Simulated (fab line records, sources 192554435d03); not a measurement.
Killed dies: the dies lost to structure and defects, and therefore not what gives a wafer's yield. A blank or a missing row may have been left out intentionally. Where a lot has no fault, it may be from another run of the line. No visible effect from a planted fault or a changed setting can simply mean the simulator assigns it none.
Which tool was responsible? || flow n5Finfet || 30 wafers from 10 lots sampled at 3 of the route's 1938 steps

## WHAT THE GAUGES READ, wafer by wafer
N5_PASSIVATION_OVL_MEAS_63. Usual: PAD_OVL 1 nm, standard deviation 5.
{"lot": "L329", "measured": "day 12 14:01", "on": "overlay-02", "PAD_OVL (nm)": "-1 0 -2", "flag": ""}
{"lot": "L330", "measured": "day 12 14:22", "on": "overlay-02", "PAD_OVL (nm)": "-5 4 2", "flag": ""}
{"lot": "L333", "measured": "day 12 18:46", "on": "overlay-02", "PAD_OVL (nm)": "-3 -5 7", "flag": ""}
{"lot": "L334", "measured": "day 13 05:56", "on": "overlay-01", "PAD_OVL (nm)": "-11 -7 2", "flag": ""}
{"lot": "L336", "measured": "day 14 05:58", "on": "overlay-01", "PAD_OVL (nm)": "-6 -4 -5", "flag": ""}
{"lot": "L338", "measured": "day 14 04:06", "on": "overlay-01", "PAD_OVL (nm)": "5 1 3", "flag": ""}
{"lot": "L339", "measured": "day 14 22:55", "on": "overlay-02", "PAD_OVL (nm)": "6 8 7", "flag": ""}
{"lot": "L340", "measured": "day 15 05:33", "on": "overlay-02", "PAD_OVL (nm)": "-2 3 0", "flag": ""}
{"lot": "L346", "measured": "day 17 00:24", "on": "overlay-02", "PAD_OVL (nm)": "0 0 3", "flag": ""}
{"lot": "L348", "measured": "day 17 09:10", "on": "overlay-02", "PAD_OVL (nm)": "-7 -4 -12", "flag": ""}

## TOOL THAT RAN EACH LOT (tool first, then ch and the chambers of the sampled wafers, then the start)
{"lot": "L329", "N5_BEOL_M1_ETCH_77": "rieDiel-02 ch 0,1,3, day 6 03:51", "N5_PASSIVATION_STRIP_14": "rieDiel-05 ch 2,3, day 12 12:34"}
{"lot": "L330", "N5_BEOL_M1_ETCH_77": "rieDiel-02 ch 0,1,3, day 6 10:12", "N5_PASSIVATION_STRIP_14": "rieDiel-06 ch 0,1, day 12 13:18"}
{"lot": "L333", "N5_BEOL_M1_ETCH_77": "rieDiel-02 ch 0,1,3, day 6 20:49", "N5_PASSIVATION_STRIP_14": "rieDiel-02 ch 0,1,2, day 12 17:31"}
{"lot": "L334", "N5_BEOL_M1_ETCH_77": "rieDiel-05 ch 0,2,3, day 7 12:01", "N5_PASSIVATION_STRIP_14": "rieDiel-02 ch 0,1,2, day 13 04:34"}
{"lot": "L336", "N5_BEOL_M1_ETCH_77": "rieDiel-02 ch 0,1, day 7 21:13", "N5_PASSIVATION_STRIP_14": "rieDiel-06 ch 1,2, day 14 04:17"}
{"lot": "L338", "N5_BEOL_M1_ETCH_77": "rieDiel-05 ch 0,2,3, day 8 11:07", "N5_PASSIVATION_STRIP_14": "rieDiel-06 ch 0,1,3, day 14 02:46"}
{"lot": "L339", "N5_BEOL_M1_ETCH_77": "rieDiel-02 ch 0,1,2, day 8 18:33", "N5_PASSIVATION_STRIP_14": "rieDiel-06 ch 0,2,3, day 14 21:52"}
{"lot": "L340", "N5_BEOL_M1_ETCH_77": "rieDiel-02 ch 1,2, day 8 23:06", "N5_PASSIVATION_STRIP_14": "rieDiel-05 ch 2,3, day 15 04:38"}
{"lot": "L346", "N5_BEOL_M1_ETCH_77": "rieDiel-02 ch 0,2, day 10 09:56", "N5_PASSIVATION_STRIP_14": "rieDiel-05 ch 0,1,2, day 16 23:05"}
{"lot": "L348", "N5_BEOL_M1_ETCH_77": "rieDiel-05 ch 1,2,3, day 10 23:47", "N5_PASSIVATION_STRIP_14": "rieDiel-06 ch 1,3, day 17 08:15"}
- N5_BEOL_M1_ETCH_77: etches underlayer in N2/H2, target depth 6.5 nm, time 5.2 s.
- N5_PASSIVATION_STRIP_14: strips in O2.

## WHAT THE TOOLS THEMSELVES READ (means of the sampled wafers that have a number; where no wafer has one, the mark that the record gives instead)
N5_BEOL_M1_ETCH_77. Usual: drypumpMotorCurrentA 5.8 A, standard deviation 0.47; etchRfOnTimeS 5.23 s, standard deviation 0.068; oesProductAu 0.64 a.u., standard deviation 0.054; rfVppV 525 V, standard deviation 3; showerheadPlenumPTorr 2.58 Torr, standard deviation 0.1; throttleValvePct 18.02 %, standard deviation 0.19.
{"lot": "L329", "tool": "rieDiel-02", "drypumpMotorCurrentA (A)": 6.0, "etchRfOnTimeS (s)": 5.17, "oesProductAu (a.u.)": 0.62, "rfVppV (V)": 522, "showerheadPlenumPTorr (Torr)": 2.49, "throttleValvePct (%)": 17.92, "flag": ""}
{"lot": "L330", "tool": "rieDiel-02", "drypumpMotorCurrentA (A)": 6.0, "etchRfOnTimeS (s)": 5.20, "oesProductAu (a.u.)": 0.61, "rfVppV (V)": 522, "showerheadPlenumPTorr (Torr)": 2.49, "throttleValvePct (%)": 17.90, "flag": ""}
{"lot": "L333", "tool": "rieDiel-02", "drypumpMotorCurrentA (A)": 6.0, "etchRfOnTimeS (s)": 5.15, "oesProductAu (a.u.)": 0.62, "rfVppV (V)": 521, "showerheadPlenumPTorr (Torr)": 2.49, "throttleValvePct (%)": 17.91, "flag": ""}
{"lot": "L334", "tool": "rieDiel-05", "drypumpMotorCurrentA (A)": 6.0, "etchRfOnTimeS (s)": 5.18, "oesProductAu (a.u.)": 0.63, "rfVppV (V)": 527, "showerheadPlenumPTorr (Torr)": 2.64, "throttleValvePct (%)": 18.04, "flag": ""}
{"lot": "L336", "tool": "rieDiel-02", "drypumpMotorCurrentA (A)": 6.0, "etchRfOnTimeS (s)": 5.20, "oesProductAu (a.u.)": 0.63, "rfVppV (V)": 522, "showerheadPlenumPTorr (Torr)": 2.50, "throttleValvePct (%)": 17.97, "flag": ""}
{"lot": "L338", "tool": "rieDiel-05", "drypumpMotorCurrentA (A)": 6.1, "etchRfOnTimeS (s)": 5.20, "oesProductAu (a.u.)": 0.63, "rfVppV (V)": 527, "showerheadPlenumPTorr (Torr)": 2.64, "throttleValvePct (%)": 18.06, "flag": ""}
{"lot": "L339", "tool": "rieDiel-02", "drypumpMotorCurrentA (A)": 5.7, "etchRfOnTimeS (s)": 5.18, "oesProductAu (a.u.)": 0.63, "rfVppV (V)": 525, "showerheadPlenumPTorr (Torr)": 2.57, "throttleValvePct (%)": 17.97, "flag": ""}
{"lot": "L340", "tool": "rieDiel-02", "drypumpMotorCurrentA (A)": 5.4, "etchRfOnTimeS (s)": 5.23, "oesProductAu (a.u.)": 0.63, "rfVppV (V)": 527, "showerheadPlenumPTorr (Torr)": 2.64, "throttleValvePct (%)": 17.94, "flag": ""}
{"lot": "L346", "tool": "rieDiel-02", "drypumpMotorCurrentA (A)": 5.6, "etchRfOnTimeS (s)": 5.29, "oesProductAu (a.u.)": 0.62, "rfVppV (V)": 523, "showerheadPlenumPTorr (Torr)": 2.57, "throttleValvePct (%)": 18.00, "flag": ""}
{"lot": "L348", "tool": "rieDiel-05", "drypumpMotorCurrentA (A)": 6.3, "etchRfOnTimeS (s)": 5.27, "oesProductAu (a.u.)": 0.62, "rfVppV (V)": 524, "showerheadPlenumPTorr (Torr)": 2.53, "throttleValvePct (%)": 18.14, "flag": ""}

N5_PASSIVATION_STRIP_14. Usual: drypumpMotorCurrentA 5.8 A, standard deviation 0.46; oesProductAu 0.79 a.u., standard deviation 0.099; rfVppV 3.7 V, standard deviation 0.99; showerheadPlenumPTorr 2.11 Torr, standard deviation 0.087; throttleValvePct 16.77 %, standard deviation 0.23.
{"lot": "L329", "tool": "rieDiel-05", "drypumpMotorCurrentA (A)": 6.2, "oesProductAu (a.u.)": 0.71, "rfVppV (V)": 2.7, "showerheadPlenumPTorr (Torr)": 2.15, "throttleValvePct (%)": 16.92, "flag": ""}
{"lot": "L330", "tool": "rieDiel-06", "drypumpMotorCurrentA (A)": 5.1, "oesProductAu (a.u.)": 0.78, "rfVppV (V)": 3.6, "showerheadPlenumPTorr (Torr)": 2.10, "throttleValvePct (%)": 16.76, "flag": ""}
{"lot": "L333", "tool": "rieDiel-02", "drypumpMotorCurrentA (A)": 5.7, "oesProductAu (a.u.)": 0.72, "rfVppV (V)": 3.9, "showerheadPlenumPTorr (Torr)": 2.11, "throttleValvePct (%)": 16.83, "flag": ""}
{"lot": "L334", "tool": "rieDiel-02", "drypumpMotorCurrentA (A)": 5.7, "oesProductAu (a.u.)": 0.72, "rfVppV (V)": 3.0, "showerheadPlenumPTorr (Torr)": 2.11, "throttleValvePct (%)": 16.82, "flag": ""}
{"lot": "L336", "tool": "rieDiel-06", "drypumpMotorCurrentA (A)": 5.7, "oesProductAu (a.u.)": 0.85, "rfVppV (V)": 3.9, "showerheadPlenumPTorr (Torr)": 2.11, "throttleValvePct (%)": 16.65, "flag": ""}
{"lot": "L338", "tool": "rieDiel-06", "drypumpMotorCurrentA (A)": 5.3, "oesProductAu (a.u.)": 0.83, "rfVppV (V)": 4.7, "showerheadPlenumPTorr (Torr)": 2.11, "throttleValvePct (%)": 16.76, "flag": ""}
{"lot": "L339", "tool": "rieDiel-06", "drypumpMotorCurrentA (A)": 5.5, "oesProductAu (a.u.)": 0.90, "rfVppV (V)": 3.6, "showerheadPlenumPTorr (Torr)": 2.13, "throttleValvePct (%)": 16.63, "flag": ""}
{"lot": "L340", "tool": "rieDiel-05", "drypumpMotorCurrentA (A)": 6.3, "oesProductAu (a.u.)": 0.87, "rfVppV (V)": 2.4, "showerheadPlenumPTorr (Torr)": 2.15, "throttleValvePct (%)": 16.66, "flag": ""}
{"lot": "L346", "tool": "rieDiel-05", "drypumpMotorCurrentA (A)": 5.9, "oesProductAu (a.u.)": 0.78, "rfVppV (V)": 3.2, "showerheadPlenumPTorr (Torr)": 2.07, "throttleValvePct (%)": 16.74, "flag": ""}
{"lot": "L348", "tool": "rieDiel-06", "drypumpMotorCurrentA (A)": 5.5, "oesProductAu (a.u.)": 0.93, "rfVppV (V)": 4.6, "showerheadPlenumPTorr (Torr)": 2.10, "throttleValvePct (%)": 16.62, "flag": ""}

## THE ANSWER, worked out from the rows above alone
Rule: take the mean of a lot's wafers that have a number; if it is more than 3 standard deviations from the usual mean, the lot is off. A lot without any number at a reading at which 4 lots or more have one is off too. Where the step has rows for the other lots, those lots are counted as sound. First the gauges in route order, then the tools' own readings, where a lot's mean is used as printed above. At the first step where some lot is off, the reading lying furthest off is the one used; lots without a number count as furthest.
No lot is off on any of the readings shown, so nothing can be concluded from this.

## WHAT THE SIMULATOR PUT IN
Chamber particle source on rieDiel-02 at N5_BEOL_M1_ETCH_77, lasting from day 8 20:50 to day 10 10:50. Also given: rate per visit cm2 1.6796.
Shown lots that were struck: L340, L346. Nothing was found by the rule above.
